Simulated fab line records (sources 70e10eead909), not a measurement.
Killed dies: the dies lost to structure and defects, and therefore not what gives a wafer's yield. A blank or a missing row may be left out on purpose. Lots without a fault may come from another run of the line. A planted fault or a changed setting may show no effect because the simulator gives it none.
Problem report in the 8D (eight disciplines) form, filled by code    flow nand_harc    the parts of the form that need people (team, actions taken, sign-off) are left out

== 1. WHAT IS WRONG ==
Mean of thk_nm at NHARC_A_ONON_D1_THK_MEAS_14: 1563 nm across 5 wafers in 3 lots; on wafers with no fault it is 998 nm (standard deviation 9.4). Measured from the usual mean, that is +60 standard deviations.
The step: measures by ellipsometry.
First observed at day 14 15:46: wafer L563.2, on film_metro-02. The record holds 42 wafers of 15 lots with a number at this step. The rule behind "out" and "out of limits": a value lying over 4 standard deviations away from the usual mean. The rest of the wafers with a number are treated as sound.

== 2. WHAT IT IS, WHAT IT ISN'T ==
question                     is                                      is not
which readings at this step  thk_nm                                  -
which lots                   L563, L565, L566                        L548, L549, L551, L552, L553, L554, L556, L557, L558, L568, L569, L570
which wafers of those lots   L563.2, L565.2, L565.4, L566.2, L566.4  L563.1
read on which gauges         film_metro-01, film_metro-02            -
when                         from day 14 15:46                       up to then (28 sound wafers); but 9 sound wafers of L568, L569, L570 came after

== 3. THE SUSPECTS, EACH WITH WHAT RULES IT OUT ==
Counting: any tool at a process step up to the reading remains a suspect provided it ran every lot that is out. Sound lots after the first of them don't rule it out here, since some wafers of a struck lot are sound.
- the gauge at NHARC_A_ONON_D1_THK_MEAS_14 has been ruled out. The wafers that are out were read on 2 gauges (film_metro-01, film_metro-02).
- pecvd_onon-01 at NHARC_A_ONON_D1_DEP_12 (target thk 1000 nm): kept. It ran every lot that is out, first L563 (day 14 15:16); its last sound lot up to then is L557 (day 12 03:40).
Left after counting: pecvd_onon-01 at NHARC_A_ONON_D1_DEP_12.

== 4. THE CAUSE (what the simulator had put in) ==
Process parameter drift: pecvd_onon-01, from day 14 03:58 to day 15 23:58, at NHARC_A_ONON_D1_DEP_12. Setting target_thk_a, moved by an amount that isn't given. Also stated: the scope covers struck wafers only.
After counting, this tool was the only one left.

== 5. THE EFFECT CHAIN, in route order ==
One row per reading whose mean, taken over the struck wafers that have a number, lies over 3 standard deviations from the usual. Scope: only readings with a usual standard deviation given in the record; hours: median across lots of the time from each lot's start at the first step in this table that gives one to its start at this step; sigmas: change in usual standard deviations.
hours  step                         reading          usual   on struck wafers  change  sigmas
0      NHARC_A_ONON_D1_THK_MEAS_14  thk_nm           998 nm  1563              +565    +60
386    NHARC_END_SORT_01            killed_at_array  56      672               +616    +29
386    NHARC_END_SORT_01            killed_dies      61      677               +616    +29

== 6. HOW IT WOULD HAVE BEEN CAUGHT EARLIER ==
The first out-of-limits reading at a measuring or inspecting step in this record came at day 14 15:46, 12 hours after the fault's start at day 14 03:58.
L565, L566, from the lots that are out (3), started NHARC_A_ONON_D1_DEP_12 on pecvd_onon-01 later than day 14 15:46. A hold on the tool at that time would have spared those 2.
